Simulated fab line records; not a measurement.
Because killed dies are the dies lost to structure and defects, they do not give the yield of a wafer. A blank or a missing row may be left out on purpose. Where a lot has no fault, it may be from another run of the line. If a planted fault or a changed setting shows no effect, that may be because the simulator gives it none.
fab line records -- flow n5Finfet
record: lots: 7, wafers: 21
route steps=1938 shown BEOL_M13@1686 BEOL_M14@1751 BEOL_M15@1800 MIM_BOT_ETCH@1866 PASSIVATION@1916
startH: the number of hours between the record's first day and the start of the first shown wafer of the lot -- waitH: hours elapsed since this lot's preceding step -- " unchanged from the row above -- L1.1+2: one row covering several wafers at once -- - no value present, or no start provided -- * or withheld: withheld -- < > ~ a bound
route shown NAME@n: a module of which the file shows steps, and the number in the route of the first -- usual: mean/standard deviation of fault-free wafers -- same: alike in all rows -- chamber/n: place in a boat -- sites: each site's reading -- _std_site: the values' standard deviation -- _edge_site: outer sites' mean less inner sites' -- radiusMm: for every site, how far away it sits from the centre of the wafer -- mask NAME#n: copy n -- behind: the last tool/chamber to shape the wafer -- hold: cause of the lot's hold/its duration in hours/its outcome -- device: the transistor (n, p or np) that didn't switch -- end of line: tests run on the same wafers once the route is complete -- a step without rows: its recipe alone -- killed: dies that structure and defects cost at the first sort, which is not the same as the wafer's yield -- map: the dies of a wafer, with x for killed, . for not killed, _ for no die there
set.NAME: the run value of the setting; set.NAME@STEP: its run value at that earlier step -- model.NAME: the simulator's own value behind a step, which no gauge read
lots run with intentionally changed settings; tables by step, rows by wafer
== steps ==
step: N5_BEOL_M13_PEB_26
recipe: pebTempC: 130, pebTimeS: 90
lot.wafer,tool,chamber,startH,waitH,set.pebTimeS
L074.1+2,lithoTrack-04,0,309.13,0.1,90
L074.6,lithoTrack-04,0,309.13,0.1,99.44
L076.1,lithoTrack-04,0,312.61,0.1,90
L076.3+6,lithoTrack-04,0,312.61,0.1,102.3
L078.3+4+6,lithoTrack-02,0,325.05,0.0,90
L081.1,lithoTrack-05,0,356.43,0.1,90
L081.2+6,lithoTrack-05,0,356.43,0.1,96.21
L080.1,lithoTrack-04,0,377.28,0.1,71.29
L080.3+5,lithoTrack-04,0,377.28,0.1,90
L088.2+5,lithoTrack-04,0,396.31,0.0,90
L088.3,lithoTrack-04,0,396.31,0.0,76.35
L097.2+5,lithoTrack-04,0,435.29,0.0,90
L097.3,lithoTrack-04,0,435.29,0.0,81.23
step: N5_BEOL_M13_DEVELOP_27
recipe: developTimeS: 45, rinseLiquid: diw, dry: airSpin, devTempC: 21
step: N5_BEOL_M13_HARDBAKE_32
recipe: tempC: 130, timeS: 120
step: N5_BEOL_M13_CD_MEAS_28
recipe: targetCdNm: 209.5, landingEnergyEv: 500, detector: seInlens
usual: cdNm: 209.5/0.7
lot.wafer,tool,chamber,startH,waitH,set.pebTimeS@BEOL_M13_PEB_26,cdNm
L074.1,cdSem-02,0,309.25,-,90,209.5
L074.2,cdSem-02,0,309.25,-,90,210.7
L074.6,cdSem-02,0,309.25,-,99.44,211.2
L076.1,cdSem-01,0,312.73,-,90,210.5
L076.3,cdSem-01,0,312.73,-,102.3,213.6
L076.6,cdSem-01,0,312.73,-,102.3,212.2
L078.3,cdSem-03,0,325.16,-,90,210.1
L078.4,cdSem-03,0,325.16,-,90,209.1
L078.6,cdSem-03,0,325.16,-,90,208.8
L081.1,cdSem-03,0,356.54,-,90,209.5
L081.2,cdSem-03,0,356.54,-,96.21,211.8
L081.6,cdSem-03,0,356.54,-,96.21,211.9
L080.1,cdSem-01,0,377.39,-,71.29,203.6
L080.3,cdSem-01,0,377.39,-,90,210.1
L080.5,cdSem-01,0,377.39,-,90,208.7
L088.2,cdSem-01,0,396.42,-,90,209.0
L088.3,cdSem-01,0,396.42,-,76.35,204.2
L088.5,cdSem-01,0,396.42,-,90,209.3
L097.2,cdSem-01,0,435.41,-,90,209.6
L097.3,cdSem-01,0,435.41,-,81.23,206.8
L097.5,cdSem-01,0,435.41,-,90,209.9
step: N5_BEOL_M13_DESCUM_33
recipe: chemistry: O2, timeS: 7.9, sourcePowerW: 50, biasPowerW: 20, pressureMtorr: 20, rfFrequencyHz: 2.712e+07, tempC: 40, o2FlowSccm: 225
lot.wafer,tool,chamber,startH,waitH,set.pebTimeS@BEOL_M13_PEB_26,model.BEOL_M13.cdNm
L074.1,rieDiel-02,2,309.34,0.0,90,209.6
L074.2,rieDiel-02,0,309.34,0.0,90,210.4
L074.6,rieDiel-02,3,309.34,0.0,99.44,211.6
L076.1,rieDiel-05,0,312.82,0.0,90,210.4
L076.3,rieDiel-05,2,312.82,0.0,102.3,213.6
L076.6,rieDiel-05,2,312.82,0.0,102.3,212
L078.3,rieDiel-02,1,325.49,0.3,90,210
L078.4,rieDiel-02,2,325.49,0.3,90,209.4
L078.6,rieDiel-02,1,325.49,0.3,90,208.8
L081.1,rieDiel-06,2,356.63,0.0,90,209.6
L081.2,rieDiel-06,0,356.63,0.0,96.21,211.6
L081.6,rieDiel-06,0,356.63,0.0,96.21,212.2
L080.1,rieDiel-05,2,377.48,0.0,71.29,203.6
L080.3,rieDiel-05,0,377.48,0.0,90,210
L080.5,rieDiel-05,3,377.48,0.0,90,208.6
L088.2,rieDiel-05,1,396.51,0.0,90,208.4
L088.3,rieDiel-05,3,396.51,0.0,76.35,204.2
L088.5,rieDiel-05,2,396.51,0.0,90,209.4
L097.2+5,rieDiel-05,"2,1",435.82,0.4,90,209.8
L097.3,rieDiel-05,1,435.82,0.4,81.23,207
step: N5_BEOL_M13_ETCH_67
recipe: chemistry: CF4, target: SiARC, targetDepthA: 1430, timeS: 238.3, ionEnergyEv: 80, pressureMtorr: 40, sourceW: 545, biasW: 36, Ar_flow_sccm: 100, cf4FlowSccm: 100, ends: cleared
lot.wafer,tool,chamber,startH,waitH,set.pebTimeS@BEOL_M13_PEB_26,model.BEOL_M13.cdNm
L074.1,rieDiel-02,2,309.37,0.0,90,210.2
L074.2,rieDiel-02,0,309.37,0.0,90,211
L074.6,rieDiel-02,3,309.37,0.0,99.44,212.4
L076.1,rieDiel-05,0,312.85,0.0,90,210.6
L076.3,rieDiel-05,2,312.85,0.0,102.3,214.2
L076.6,rieDiel-05,2,312.85,0.0,102.3,212.8
L078.3,rieDiel-02,1,325.53,0.0,90,211
L078.4,rieDiel-02,2,325.53,0.0,90,210.2
L078.6,rieDiel-02,1,325.53,0.0,90,209.4
L081.1,rieDiel-06,2,356.67,0.0,90,209.4
L081.2,rieDiel-06,0,356.67,0.0,96.21,212.6
L081.6,rieDiel-06,0,356.67,0.0,96.21,213
L080.1,rieDiel-05,2,377.52,0.0,71.29,204
L080.3,rieDiel-05,0,377.52,0.0,90,210.6
L080.5,rieDiel-05,3,377.52,0.0,90,208.8
L088.2,rieDiel-05,1,396.55,0.0,90,208.8
L088.3,rieDiel-05,3,396.55,0.0,76.35,204.6
L088.5,rieDiel-05,2,396.55,0.0,90,209.8
L097.2,rieDiel-05,2,435.85,0.0,90,210.2
L097.3,rieDiel-05,1,435.85,0.0,81.23,207.6
L097.5,rieDiel-05,1,435.85,0.0,90,210.4
step: N5_BEOL_M14_ETCH_68
recipe: chemistry: N2/H2, target: SOC, maskMaterial: SiARC, sourceW: 3000, biasW: 350, tempC: 40, timeS: 450, ionEnergyEv: 200, pressureMtorr: 30, n2FlowSccm: 200, h2FlowSccm: 200
lot.wafer,tool,chamber,startH,waitH,set.timeS,model.SiARC_of_BEOL_M14_COAT_66.thkNm
L074.1,rieDiel-04,0,313.32,0.1,365.3,73.4
L074.2,rieDiel-04,1,313.32,0.1,365.3,73.6
L074.6,rieDiel-04,0,313.32,0.1,450,65.6
L076.1,rieDiel-01,1,318.65,0.1,450,64.6
L076.3+6,rieDiel-01,2,318.65,0.1,354,75.4
L078.3,rieDiel-01,0,329.80,0.1,450,66.2
L078.4,rieDiel-01,3,329.80,0.1,450,66
L078.6,rieDiel-01,1,329.80,0.1,450,64.8
L081.1,rieDiel-04,1,362.23,0.1,490.4,61.8
L081.2,rieDiel-04,0,362.23,0.1,450,64.6
L081.6,rieDiel-04,3,362.23,0.1,490.4,60
L080.1,rieDiel-04,3,383.57,0.1,490.6,60.6
L080.3,rieDiel-04,2,383.57,0.1,450,64.6
L080.5,rieDiel-04,0,383.57,0.1,490.6,60.2
L088.2,rieDiel-03,0,404.11,0.1,383.5,72.4
L088.3,rieDiel-03,2,404.11,0.1,450,64.6
L088.5,rieDiel-03,1,404.11,0.1,450,65.2
L097.2,rieDiel-01,2,440.99,0.1,450,65.4
L097.3,rieDiel-01,0,440.99,0.1,450,65.2
L097.5,rieDiel-01,2,440.99,0.1,450,65.8
step: N5_BEOL_M15_EXPOSE_25
recipe: maskId: M15, na: 0.8, sourceShape: annular, sigmaInner: 0.5, sigmaOuter: 0.8, polarization: unpolarized, targetCdNm: 400, doseMj: 35.5
lot.wafer,tool,chamber,startH,waitH,mask,set.doseMj
L074.1+2+6,krfScanner-02,0,318.43,-,M15#0,35.5
L076.1+3,krfScanner-01,0,324.37,-,M15#0,36.59
L076.6,krfScanner-01,0,324.37,-,M15#0,35.5
L078.3+4+6,krfScanner-02,0,336.56,-,M15#0,35.5
L081.1+2+6,krfScanner-02,0,367.96,-,M15#0,35.5
L080.1+3,krfScanner-01,0,389.05,-,M15#0,35.5
L080.5,krfScanner-01,0,389.05,-,M15#0,33.05
L088.2+3,krfScanner-02,0,410.00,-,M15#0,33.04
L088.5,krfScanner-02,0,410.00,-,M15#0,35.5
L097.2+5,krfScanner-02,0,446.59,-,M15#0,33.37
L097.3,krfScanner-02,0,446.59,-,M15#0,35.5
step: N5_BEOL_M15_PEB_26
recipe: pebTempC: 130, pebTimeS: 90
step: N5_BEOL_M15_DEVELOP_27
recipe: developTimeS: 45, rinseLiquid: diw, dry: airSpin, devTempC: 21
step: N5_BEOL_M15_HARDBAKE_32
recipe: tempC: 130, timeS: 120
step: N5_BEOL_M15_CD_MEAS_28
recipe: targetCdNm: 407.6, landingEnergyEv: 500, detector: seInlens
usual: cdNm: 409.5/1.6
lot.wafer,tool,chamber,startH,waitH,set.doseMj@BEOL_M15_EXPOSE_25,cdNm
L074.1,cdSem-03,0,318.60,-,35.5,407.9
L074.2,cdSem-03,0,318.60,-,35.5,410.2
L074.6,cdSem-03,0,318.60,-,35.5,409.6
L076.1,cdSem-02,0,324.54,-,36.59,415.5
L076.3,cdSem-02,0,324.54,-,36.59,415.5
L076.6,cdSem-02,0,324.54,-,35.5,409.6
L078.3,cdSem-01,0,336.72,-,35.5,410.0
L078.4,cdSem-01,0,336.72,-,35.5,410.6
L078.6,cdSem-01,0,336.72,-,35.5,410.5
L081.1,cdSem-02,0,368.13,-,35.5,411.3
L081.2,cdSem-02,0,368.13,-,35.5,410.0
L081.6,cdSem-02,0,368.13,-,35.5,410.9
L080.1,cdSem-03,0,389.23,-,35.5,409.1
L080.3,cdSem-03,0,389.23,-,35.5,409.1
L080.5,cdSem-03,0,389.23,-,33.05,398.8
L088.2,cdSem-01,0,410.17,-,33.04,400.5
L088.3,cdSem-01,0,410.17,-,33.04,400.7
L088.5,cdSem-01,0,410.17,-,35.5,412.1
L097.2,cdSem-03,0,446.76,-,33.37,399.0
L097.3,cdSem-03,0,446.76,-,35.5,409.6
L097.5,cdSem-03,0,446.76,-,33.37,399.8
step: N5_BEOL_M15_DESCUM_33
recipe: chemistry: O2, timeS: 7.9, sourcePowerW: 50, biasPowerW: 20, pressureMtorr: 20, rfFrequencyHz: 2.712e+07, tempC: 40, o2FlowSccm: 225
lot.wafer,tool,chamber,startH,waitH,set.doseMj@BEOL_M15_EXPOSE_25,model.BEOL_M15.cdNm
L074.1,rieDiel-06,1,318.69,0.0,35.5,-
L074.2,rieDiel-06,0,318.69,0.0,35.5,410.4
L074.6,rieDiel-06,0,318.69,0.0,35.5,410
L076.1,rieDiel-02,3,324.63,0.0,36.59,415.6
L076.3,rieDiel-02,0,324.63,0.0,36.59,415.2
L076.6,rieDiel-02,3,324.63,0.0,35.5,410.4
L078.3,rieDiel-06,1,336.81,0.0,35.5,410
L078.4+6,rieDiel-06,"2,1",336.81,0.0,35.5,410.6
L081.1,rieDiel-02,1,368.40,0.2,35.5,411.2
L081.2,rieDiel-02,3,368.40,0.2,35.5,410
L081.6,rieDiel-02,0,368.40,0.2,35.5,410.8
L080.1+3,rieDiel-02,"0,2",389.44,0.2,35.5,409.2
L080.5,rieDiel-02,2,389.44,0.2,33.05,398.8
L088.2,rieDiel-05,1,410.26,0.0,33.04,400.6
L088.3,rieDiel-05,0,410.26,0.0,33.04,400.8
L088.5,rieDiel-05,1,410.26,0.0,35.5,412.4
L097.2,rieDiel-06,0,446.85,0.0,33.37,399.4
L097.3,rieDiel-06,1,446.85,0.0,35.5,409.6
L097.5,rieDiel-06,3,446.85,0.0,33.37,399.8
step: N5_BEOL_M15_TRENCH_ETCH_34
recipe: chemistry: C4F8/O2/Ar, target: SiO2, targetDepthA: 8729.3, heInnerTorr: 15, heOuterTorr: 30, timeS: 199, ionEnergyEv: 800, pressureMtorr: 20, sourceW: 1905, biasW: 2040, Ar_flow_sccm: 400, C4F8_flow_sccm: 16, O2_flow_sccm: 12
usual: rfVppV: 2226/27
lot.wafer,tool,chamber,startH,waitH,set.biasW,rfVppV,model.etch.depthNm
L074.1,rieDiel-06,1,318.82,0.1,1700,1925,839.8
L074.2,rieDiel-06,0,318.82,0.1,2040,2218,857.7
L074.6,rieDiel-06,0,318.82,0.1,2040,2217,853.7
L076.1,rieDiel-02,3,324.72,0.0,1683,1910,837.3
L076.3,rieDiel-02,0,324.72,0.0,2040,2258,862.9
L076.6,rieDiel-02,3,324.72,0.0,1683,1909,836.6
L078.3,rieDiel-06,1,336.90,0.0,2040,2191,865.1
L078.4,rieDiel-06,2,336.90,0.0,2040,2248,869.5
L078.6,rieDiel-06,1,336.90,0.0,2040,2192,873.9
L081.1,rieDiel-02,1,368.49,0.0,2040,2224,864.5
L081.2,rieDiel-02,3,368.49,0.0,2040,2189,878.5
L081.6,rieDiel-02,0,368.49,0.0,1724,2005,819
L080.1,rieDiel-02,0,389.53,0.0,2040,2257,862.8
L080.3,rieDiel-02,2,389.53,0.0,2040,2258,875.2
L080.5,rieDiel-02,2,389.53,0.0,2040,2260,863.2
L088.2,rieDiel-05,1,410.34,0.0,2249,2351,888.3
L088.3,rieDiel-05,0,410.34,0.0,2040,2251,861.6
L088.5,rieDiel-05,1,410.34,0.0,2249,2350,882.1
L097.2,rieDiel-06,0,446.93,0.0,2040,2254,873.1
L097.3,rieDiel-06,1,446.93,0.0,2040,2188,878.9
L097.5,rieDiel-06,3,446.93,0.0,1755,2002,830.3
step: N5_BEOL_M15_STRIP_36
recipe: chemistry: O2, powerW: 600, tempC: 60, pressureMtorr: 30, rfFrequencyHz: 6e+07, biasPowerW: 0, overashFraction: 0.3, o2FlowSccm: 225
step: N5_BEOL_M15_ECD_47
recipe: material: Cu, targetThkA: 18600
step: N5_BEOL_M15_ANNEAL_48
recipe: tempC: 225, timeS: 90, ambient: N2
step: N5_BEOL_M15_CMP_49
recipe: stopOn: SiO2, tOverpolishS: 4.9, downForcePsi: 2, platenRpm: 80, clearingPlatenDownForcePsi: 2, clearingPlatenRpm: 80, postCmpClean: cuAlkaline, targetThkNm: 850, clearingPlatenPadVelocityMS: 1.5917, padVelocityMS: 1.5917
lot.wafer,tool,chamber,startH,waitH,set.biasW@BEOL_M15_TRENCH_ETCH_34,model.Cu_of_BEOL_M15_ECD_47.thkNm
L074.1,cmp-04,0,323.05,0.4,1700,818.2
L074.2,cmp-04,1,323.05,0.4,2040,835.6
L074.6,cmp-04,2,323.05,0.4,2040,831.4
L076.1,cmp-02,2,326.94,0.3,1683,814.6
L076.3,cmp-02,0,326.94,0.3,2040,840.8
L076.6,cmp-02,2,326.94,0.3,1683,815.2
L078.4,cmp-02,2,339.86,0.1,2040,846.2
L078.3,cmp-02,1,339.86,0.1,2040,841
L078.6,cmp-02,2,339.86,0.1,2040,850.4
L081.1,cmp-02,1,374.52,0.5,2040,840.6
L081.2,cmp-02,2,374.52,0.5,2040,855
L081.6,cmp-02,3,374.52,0.5,1724,796.2
L080.1,cmp-01,1,394.81,0.3,2040,838.4
L080.3,cmp-01,2,394.81,0.3,2040,851.6
L080.5,cmp-01,1,394.81,0.3,2040,839.6
L088.3,cmp-02,3,412.81,0.2,2040,838.4
L088.2,cmp-02,0,412.81,0.2,2249,865.4
L088.5,cmp-02,3,412.81,0.2,2249,859
L097.2,cmp-01,0,449.97,0.3,2040,850
L097.3,cmp-01,1,449.97,0.3,2040,856.2
L097.5,cmp-01,2,449.97,0.3,1755,808.8
step: N5_BEOL_M15_THK_MEAS_50
recipe: thkMeasGauge: xrf, reads: Cu_of_BEOL_M15_ECD_47
usual: M15_THK: 813/14
lot.wafer,tool,chamber,startH,waitH,set.biasW@BEOL_M15_TRENCH_ETCH_34,M15_THK[nm]
L074.1,filmMetro-02,-,323.27,-,1700,786
L074.2,filmMetro-02,-,323.27,-,2040,800
L074.6,filmMetro-02,-,323.27,-,2040,800
L076.1,filmMetro-02,-,327.20,-,1683,781
L076.3,filmMetro-02,-,327.20,-,2040,808
L076.6,filmMetro-02,-,327.20,-,1683,779
L078.3,filmMetro-01,-,340.16,-,2040,806
L078.4,filmMetro-01,-,340.16,-,2040,811
L078.6,filmMetro-01,-,340.16,-,2040,816
L081.1,filmMetro-01,-,374.74,-,2040,808
L081.2,filmMetro-01,-,374.74,-,2040,825
L081.6,filmMetro-01,-,374.74,-,1724,766
L080.1,filmMetro-02,-,395.10,-,2040,807
L080.3,filmMetro-02,-,395.10,-,2040,819
L080.5,filmMetro-02,-,395.10,-,2040,808
L088.2,filmMetro-02,-,413.06,-,2249,818
L088.3,filmMetro-02,-,413.06,-,2040,799
L088.5,filmMetro-02,-,413.06,-,2249,815
L097.2,filmMetro-01,-,450.19,-,2040,822
L097.3,filmMetro-01,-,450.19,-,2040,826
L097.5,filmMetro-01,-,450.19,-,1755,783
step: N5_BEOL_M15_PRE_CLEAN_52
recipe: gas: NH3, timeS: 15, tempC: withheld, rfPowerW: 300
step: N5_BEOL_M15_DEP_53
recipe: material: SiCN, targetThkA: 500, tempC: withheld, precursor: 3MS/NH3, pressureTorr: 3, rfW: 675, timeS: 17.8
step: N5_BEOL_M15_RS_MEAS_54
recipe: thkMeasGauge: four-point-probe, reads: Cu_of_BEOL_M15_ECD_47+Ta_of_BEOL_M15_SPUTTER_44+TaN_of_BEOL_M15_SPUTTER_43
usual: M15_RS: 0.0216/0.00031
lot.wafer,tool,chamber,startH,waitH,set.biasW@BEOL_M15_TRENCH_ETCH_34,M15_RS[ohm/sq]
L074.1,filmMetro-02,-,323.40,0.0,1700,0.0224
L074.2,filmMetro-02,-,323.40,0.0,2040,0.0219
L074.6,filmMetro-02,-,323.40,0.0,2040,0.0220
L076.1,filmMetro-01,-,327.32,0.0,1683,0.0225
L076.3,filmMetro-01,-,327.32,0.0,2040,0.0218
L076.6,filmMetro-01,-,327.32,0.0,1683,0.0225
L078.3,filmMetro-01,-,340.29,0.1,2040,0.0218
L078.4,filmMetro-01,-,340.29,0.1,2040,0.0217
L078.6,filmMetro-01,-,340.29,0.1,2040,0.0216
L081.1,filmMetro-02,-,374.90,0.1,2040,0.0218
L081.2,filmMetro-02,-,374.90,0.1,2040,0.0214
L081.6,filmMetro-02,-,374.90,0.1,1724,0.0230
L080.1,filmMetro-02,-,395.23,0.0,2040,0.0219
L080.3,filmMetro-02,-,395.23,0.0,2040,0.0215
L080.5,filmMetro-02,-,395.23,0.0,2040,0.0218
L088.2,filmMetro-02,-,413.19,0.1,2249,0.0212
L088.3,filmMetro-02,-,413.19,0.1,2040,0.0219
L088.5,filmMetro-02,-,413.19,0.1,2249,0.0213
L097.2,filmMetro-02,-,450.32,0.1,2040,0.0216
L097.3,filmMetro-02,-,450.32,0.1,2040,0.0214
L097.5,filmMetro-02,-,450.32,0.1,1755,0.0227
step: N5_MIM_BOT_ETCH_ETCH_04
recipe: chemistry: CF4/O2, target: SiNx, targetDepthA: 260, timeS: 13, ionEnergyEv: 100, pressureMtorr: 40, sourceW: 535, biasW: 49, Ar_flow_sccm: 100, cf4FlowSccm: 100, O2_flow_sccm: 10
lot.wafer,tool,chamber,startH,waitH,set.timeS,model.etch.depthNm
L074.1,rieDiel-04,0,328.02,0.0,13,26.45
L074.2,rieDiel-04,2,328.02,0.0,13,26.65
L074.6,rieDiel-04,1,328.02,0.0,13,26.41
L076.1,rieDiel-03,3,333.86,0.0,11.5,22.26
L076.3,rieDiel-03,0,333.86,0.0,13,25.39
L076.6,rieDiel-03,3,333.86,0.0,11.5,22.31
L078.3,rieDiel-03,3,345.56,0.0,13,25.28
L078.4,rieDiel-03,0,345.56,0.0,13,25.23
L078.6,rieDiel-03,3,345.56,0.0,13,25.14
L081.1,rieDiel-01,2,381.37,0.0,15.06,30.3
L081.2,rieDiel-01,3,381.37,0.0,13,26.64
L081.6,rieDiel-01,3,381.37,0.0,13,26.71
L080.1,rieDiel-04,2,401.20,0.0,13,26.22
L080.3,rieDiel-04,1,401.20,0.0,13,26.5
L080.5,rieDiel-04,0,401.20,0.0,13,27.02
L088.2,rieDiel-01,3,419.91,0.0,13,26.39
L088.3,rieDiel-01,1,419.91,0.0,12.03,24.3
L088.5,rieDiel-01,0,419.91,0.0,12.03,23.94
L097.2,rieDiel-01,1,454.48,0.0,13,26.33
L097.3,rieDiel-01,3,454.48,0.0,15.26,30.82
L097.5,rieDiel-01,2,454.48,0.0,15.26,29.69
step: N5_PASSIVATION_PECVD_35
recipe: material: SiNx, targetThkA: 7000, tempC: 400, precursor: SiH4/NH3/N2, pressureTorr: 4.9, rfW: 1406, timeS: 151.3
lot.wafer,tool,chamber,startH,waitH,set.timeS,model.SiNx_of_PASSIVATION_PECVD_35.thkNm
L074.1,pecvd-03,0,333.92,0.1,151.3,698.2
L074.2,pecvd-03,1,333.92,0.1,151.3,702.4
L074.6,pecvd-03,2,333.92,0.1,151.3,722
L076.1,pecvd-02,0,340.35,0.1,142.1,638.2
L076.3,pecvd-02,2,340.35,0.1,151.3,691.4
L076.6,pecvd-02,2,340.35,0.1,142.1,659.4
L078.3,pecvd-03,2,353.42,0.1,151.3,700.8
L078.4,pecvd-03,0,353.42,0.1,151.3,719
L078.6,pecvd-03,2,353.42,0.1,151.3,712.2
L081.1,pecvd-02,1,386.37,0.1,151.3,711.4
L081.2,pecvd-02,2,386.37,0.1,133.4,607.4
L081.6,pecvd-02,0,386.37,0.1,151.3,710
L080.1,pecvd-02,0,406.22,0.1,151.3,691
L080.3,pecvd-02,1,406.22,0.1,151.3,696.2
L080.5,pecvd-02,1,406.22,0.1,151.3,723
L088.2,pecvd-01,2,425.86,0.1,134.3,622
L088.3,pecvd-01,1,425.86,0.1,134.3,618.8
L088.5,pecvd-01,0,425.86,0.1,151.3,698.8
L097.2,pecvd-01,0,461.13,0.1,143.7,648.6
L097.3,pecvd-01,2,461.13,0.1,151.3,692.6
L097.5,pecvd-01,0,461.13,0.1,143.7,657.4
step: N5_PASSIVATION_EXPOSE_41
recipe: maskId: PASS_OPEN, na: 0.55, defocusNm: 0, sourceShape: conventional, sigmaOuter: 0.8, polarization: unpolarized, targetCdNm: 40000, doseMj: 57.25
lot.wafer,tool,chamber,startH,waitH,mask,set.doseMj
L074.1+6,krfScanner-02,0,334.30,-,PASS_OPEN#0,60.27
L074.2,krfScanner-02,0,334.30,-,PASS_OPEN#0,57.25
L076.1,krfScanner-02,0,340.60,-,PASS_OPEN#0,54.85
L076.3+6,krfScanner-02,0,340.60,-,PASS_OPEN#0,57.25
L078.3+4+6,krfScanner-02,0,353.70,-,PASS_OPEN#0,57.25
L081.1+2+6,krfScanner-01,0,386.75,-,PASS_OPEN#0,57.25
L080.1+3,krfScanner-01,0,406.48,-,PASS_OPEN#0,57.25
L080.5,krfScanner-01,0,406.48,-,PASS_OPEN#0,60.51
L088.2+5,krfScanner-02,0,426.24,-,PASS_OPEN#0,57.25
L088.3,krfScanner-02,0,426.24,-,PASS_OPEN#0,61.23
L097.2+3+5,krfScanner-01,0,461.39,-,PASS_OPEN#0,57.25
step: N5_PASSIVATION_PEB_42
recipe: pebTempC: withheld, pebTimeS: *
step: N5_PASSIVATION_DEVELOP_43
recipe: developTimeS: 60, rinseLiquid: diw, dry: airSpin, devTempC: 21
step: N5_PASSIVATION_HARDBAKE_45
recipe: tempC: 130, timeS: 120
step: N5_PASSIVATION_CD_MEAS_44
recipe: targetCdNm: 40000, landingEnergyEv: 500, detector: seInlens
usual: cdNm: 40001/2.8
lot.wafer,tool,chamber,startH,waitH,set.doseMj@PASSIVATION_EXPOSE_41,cdNm
L074.1,cdSem-02,0,334.48,-,60.27,40019
L074.2,cdSem-02,0,334.48,-,57.25,40000
L074.6,cdSem-02,0,334.48,-,60.27,40019
L076.1,cdSem-02,0,340.78,-,54.85,39985
L076.3,cdSem-02,0,340.78,-,57.25,40001
L076.6,cdSem-02,0,340.78,-,57.25,40000
L078.3,cdSem-01,0,353.87,-,57.25,39997
L078.4,cdSem-01,0,353.87,-,57.25,39999
L078.6,cdSem-01,0,353.87,-,57.25,39999
L081.1,cdSem-01,0,386.93,-,57.25,40001
L081.2,cdSem-01,0,386.93,-,57.25,40009
L081.6,cdSem-01,0,386.93,-,57.25,40004
L080.1,cdSem-03,0,406.66,-,57.25,40000
L080.3,cdSem-03,0,406.66,-,57.25,39996
L080.5,cdSem-03,0,406.66,-,60.51,40022
L088.2,cdSem-03,0,426.42,-,57.25,40002
L088.3,cdSem-03,0,426.42,-,61.23,40026
L088.5,cdSem-03,0,426.42,-,57.25,40004
L097.2,cdSem-03,0,461.56,-,57.25,39997
L097.3,cdSem-03,0,461.56,-,57.25,40002
L097.5,cdSem-03,0,461.56,-,57.25,39999
== key ==
split: step: N5_BEOL_M13_PEB_26, setting: pebTimeS, stated: 90, by: wafer
response: step: N5_BEOL_M13_CD_MEAS_28, reading: cdNm, change: +0.258, per: 1%, r: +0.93
response: step: N5_BEOL_M13_DESCUM_33, reading: model.BEOL_M13.cdNm, change: +0.256, per: 1%, r: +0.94
response: step: N5_BEOL_M13_ETCH_67, reading: model.BEOL_M13.cdNm, change: +0.271, per: 1%, r: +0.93
split: step: N5_BEOL_M14_ETCH_68, setting: timeS, stated: 450, by: wafer
response: step: N5_BEOL_M14_ETCH_68, reading: model.SiARC_of_BEOL_M14_COAT_66.thkNm, change: -0.472, per: 1%, r: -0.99
split: step: N5_BEOL_M15_EXPOSE_25, setting: doseMj, stated: 35.5, by: wafer
response: step: N5_BEOL_M15_CD_MEAS_28, reading: cdNm, change: +1.63, per: 1%, r: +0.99
response: step: N5_BEOL_M15_DESCUM_33, reading: model.BEOL_M15.cdNm, change: +1.62, per: 1%, r: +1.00
split: step: N5_BEOL_M15_TRENCH_ETCH_34, setting: biasW, stated: 2040, by: wafer
response: step: N5_BEOL_M15_TRENCH_ETCH_34, reading: rfVppV, change: +16.2, per: 1%, r: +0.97
response: step: N5_BEOL_M15_TRENCH_ETCH_34, reading: model.etch.depthNm, change: +2.15, per: 1%, r: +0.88
response: step: N5_BEOL_M15_CMP_49, reading: model.Cu_of_BEOL_M15_ECD_47.thkNm, change: +2.11, per: 1%, r: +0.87
response: step: N5_BEOL_M15_THK_MEAS_50, reading: M15_THK, change: +2.03, per: 1%, r: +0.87
response: step: N5_BEOL_M15_RS_MEAS_54, reading: M15_RS, change: -5.74e-05, per: 1%, r: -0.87
split: step: N5_MIM_BOT_ETCH_ETCH_04, setting: timeS, stated: 13, by: wafer
response: step: N5_MIM_BOT_ETCH_ETCH_04, reading: model.etch.depthNm, change: +0.241, per: 1%, r: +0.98
split: step: N5_PASSIVATION_PECVD_35, setting: timeS, stated: 151.3, by: wafer
response: step: N5_PASSIVATION_PECVD_35, reading: model.SiNx_of_PASSIVATION_PECVD_35.thkNm, change: +7.8, per: 1%, r: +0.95
split: step: N5_PASSIVATION_EXPOSE_41, setting: doseMj, stated: 57.25, by: wafer
response: step: N5_PASSIVATION_CD_MEAS_44, reading: cdNm, change: +3.63, per: 1%, r: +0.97
